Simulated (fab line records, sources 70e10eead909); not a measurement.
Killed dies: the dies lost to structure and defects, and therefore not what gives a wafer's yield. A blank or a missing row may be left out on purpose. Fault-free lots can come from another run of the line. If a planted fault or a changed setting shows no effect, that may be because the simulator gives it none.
Which tool was responsible?    flow nandHarc    72 wafers from 24 lots sampled at 4 of the route's 1302 steps

== WHAT EACH GAUGE READ, for each wafer ==
NHARC_A_M1_CD_MEAS_09: target cd 120 nm.
lot   measured      on        cdNm (nm)
L074  day 22 13:05  cdSem-02  120.7 119.6 120.4
L075  day 23 04:27  cdSem-02  120.1 119.6 120.4
L076  day 24 01:04  cdSem-02  118.7 120.5 119.3
L077  day 24 05:28  cdSem-01  120.9 120.6 120.6
L078  day 24 07:34  cdSem-03  120.5 119.3 120.0
L080  day 25 16:28  cdSem-03  119.4 119.9 120.5
L079  day 25 17:14  cdSem-03  120.3 120.6 120.3
L081  day 25 19:58  cdSem-01  119.9 120.5 120.3
L082  day 26 07:43  cdSem-02  121.0 120.5 120.6
L083  day 26 15:46  cdSem-03  120.4 119.9 119.8
L085  day 27 05:36  cdSem-02  121.6 121.2 120.3
L084  day 27 10:11  cdSem-03  120.1 120.1 119.8
L086  day 27 18:02  cdSem-02  121.6 121.1 120.6
L087  day 28 06:20  cdSem-01  120.9 120.2 120.2
L088  day 28 07:27  cdSem-01  120.7 121.0 120.2
L090  day 28 23:32  cdSem-01  119.7 120.1 119.9
L089  day 29 04:13  cdSem-01  119.3 120.4 119.8
L092  day 30 03:26  cdSem-01  120.1 120.8 120.7
L091  day 30 13:34  cdSem-02  120.3 119.9 120.3
L094  day 31 03:05  cdSem-01  120.5 120.8 120.8
L093  day 31 05:53  cdSem-02  120.4 120.4 121.1
L095  day 31 22:46  cdSem-01  120.4 121.2 120.1
L096  day 32 15:41  cdSem-02  120.1 119.5 119.0
L097  day 33 08:07  cdSem-03  120.5 121.0 120.9

NHARC_A_BONDPAD_THK_MEAS_30: measures by ellipsometry.
lot   measured      on            thkNm (nm)
L074  day 22 17:32  filmMetro-02  197.9 198.1 197.2
L075  day 23 08:33  filmMetro-02  202.2 197.8 200.1
L076  day 24 05:20  filmMetro-02  198.5 197.2 198.3
L077  day 24 09:49  filmMetro-01  201.5 201.7 202.7
L078  day 24 11:46  filmMetro-02  198.8 198.6 199.8
L080  day 25 20:48  filmMetro-01  201.2 199.9 198.2
L079  day 25 21:22  filmMetro-02  199.1 200.2 199.3
L081  day 26 00:20  filmMetro-02  202.7 198.7 198.9
L082  day 26 11:52  filmMetro-01  198.2 201.2 199.5
L083  day 26 19:52  filmMetro-01  201.1 200.7 196.0
L085  day 27 09:43  filmMetro-01  198.5 199.2 200.8
L084  day 27 14:20  filmMetro-02  199.9 198.3 198.1
L086  day 27 22:14  filmMetro-01  201.6 195.8 200.6
L087  day 28 10:26  filmMetro-02  200.5 197.7 200.8
L088  day 28 11:37  filmMetro-02  199.3 198.7 197.9
L090  day 29 03:55  filmMetro-02  202.0 198.8 202.0
L089  day 29 08:29  filmMetro-01  199.2 198.2 198.5
L092  day 30 07:38  filmMetro-02  198.0 198.7 197.7
L091  day 30 17:42  filmMetro-01  197.3 198.4 196.5
L094  day 31 07:22  filmMetro-01  198.7 198.0 198.2
L093  day 31 10:02  filmMetro-01  198.9 195.7 197.7
L095  day 32 02:53  filmMetro-01  198.6 199.7 199.7
L096  day 32 19:49  filmMetro-01  196.0 201.0 201.3
L097  day 33 12:16  filmMetro-01  199.8 200.0 199.5

NHARC_A_BONDPAD_CD_MEAS_13.
lot   measured      on        cdNm (nm)
L074  day 22 18:31  cdSem-03  498.9 498.2 499.3
L075  day 23 09:38  cdSem-02  496.6 497.1 498.7
L076  day 24 06:29  cdSem-03  497.9 501.3 498.5
L077  day 24 10:55  cdSem-02  497.0 497.8 497.8
L078  day 24 12:51  cdSem-02  498.9 497.3 495.3
L080  day 25 21:46  cdSem-01  495.3 497.6 499.5
L079  day 25 22:20  cdSem-03  495.7 502.3 498.1
L081  day 26 01:29  cdSem-01  499.6 500.2 498.6
L082  day 26 12:58  cdSem-02  499.9 499.8 497.2
L083  day 26 20:58  cdSem-03  497.4 497.6 498.5
L085  day 27 10:49  cdSem-01  496.7 498.7 499.1
L084  day 27 15:26  cdSem-01  500.6 502.2 502.3
L086  day 27 23:13  cdSem-02  498.3 498.5 497.8
L087  day 28 11:28  cdSem-03  500.3 501.2 499.1
L088  day 28 12:52  cdSem-03  497.6 499.5 500.4
L090  day 29 05:00  cdSem-02  499.3 498.5 498.8
L089  day 29 09:28  cdSem-01  499.2 499.8 499.7
L092  day 30 08:43  cdSem-03  501.4 496.7 497.1
L091  day 30 18:47  cdSem-01  498.8 499.9 500.0
L094  day 31 08:23  cdSem-02  502.2 499.0 496.2
L093  day 31 11:08  cdSem-03  502.3 500.4 502.7
L095  day 32 03:59  cdSem-02  498.0 499.2 496.8
L096  day 32 20:47  cdSem-03  498.7 498.0 499.5
L097  day 33 13:22  cdSem-03  498.9 501.6 495.5

NHARC_THIN_TSV_THK_MEAS_02: measures by ir.
lot   measured      on            thkNm (nm)
L074  day 23 08:20  filmMetro-02  2850 3309 3196
L075  day 23 23:08  filmMetro-02  3061 3159 2937
L076  day 24 19:56  filmMetro-02  2975 3243 2816
L077  day 25 00:05  filmMetro-02  3169 3538 2864
L078  day 25 01:17  filmMetro-01  3072 2759 2924
L080  day 26 11:08  filmMetro-01  2828 3232 3160
L079  day 26 12:21  filmMetro-01  3159 2874 2932
L081  day 26 15:13  filmMetro-02  2758 2666 2621
L082  day 27 02:39  filmMetro-01  3193 3266 3197
L083  day 27 10:28  filmMetro-02  3223 2923 2864
L085  day 28 00:10  filmMetro-01  2691 2902 2598
L084  day 28 06:49  filmMetro-02  2531 3160 2855
L086  day 28 14:44  filmMetro-02  3105 3032 3167
L087  day 29 04:46  filmMetro-02  3255 3045 3325
L088  day 29 05:59  filmMetro-01  2906 2979 3281
L090  day 29 21:14  filmMetro-01  2751 3123 2836
L089  day 29 22:26  filmMetro-01  2804 2693 2730
L092  day 30 22:10  filmMetro-02  3170 3082 3230
L091  day 31 08:14  filmMetro-01  3085 3095 3436
L094  day 32 02:40  filmMetro-02  3065 2742 2866
L093  day 32 01:30  filmMetro-02  3458 3475 3168
L095  day 32 17:43  filmMetro-02  2924 3013 2939
L096  day 33 11:06  filmMetro-02  3429 3101 3116
L097  day 34 05:02  filmMetro-02  3224 2877 3002

== WHAT TOOL EACH LOT RAN ON (gives the tool, then ch and the chambers of the sampled wafers, and finally the start) ==
No process step before these readings appears in the record.

== WHAT THE TOOLS THEMSELVES READ (means of the sampled wafers that have a number; where no wafer has one, the mark that the record gives instead) ==
The record holds no such reading with a usual standard deviation.

== THE ANSWER, worked out from the rows above alone ==
Rule: what is usual is taken from the lots themselves. The widest of any qualifying gaps counts: lots, ordered by their means at a reading, are off when they make up no more than a third of the lots, leave a main group of 4 or more, and stand apart from it by 3 or more times the standard deviation of that group's means. A main group whose means are all the same, to the digits that the tables above print for the reading, isn't used. A lot without any number at a reading at which 4 lots or more have one is off too. All remaining lots with rows at the step are treated as sound. The gauges are gone through in route order, then the tools' own readings, and for those a lot's mean is taken as printed above. The first step at which some lot is off is used, and at that step the reading that is off furthest; a lot without a number counts as furthest.
Across all readings shown, no lot is off: no conclusion can be drawn from this.

== WHAT THE SIMULATOR HAD INSERTED ==
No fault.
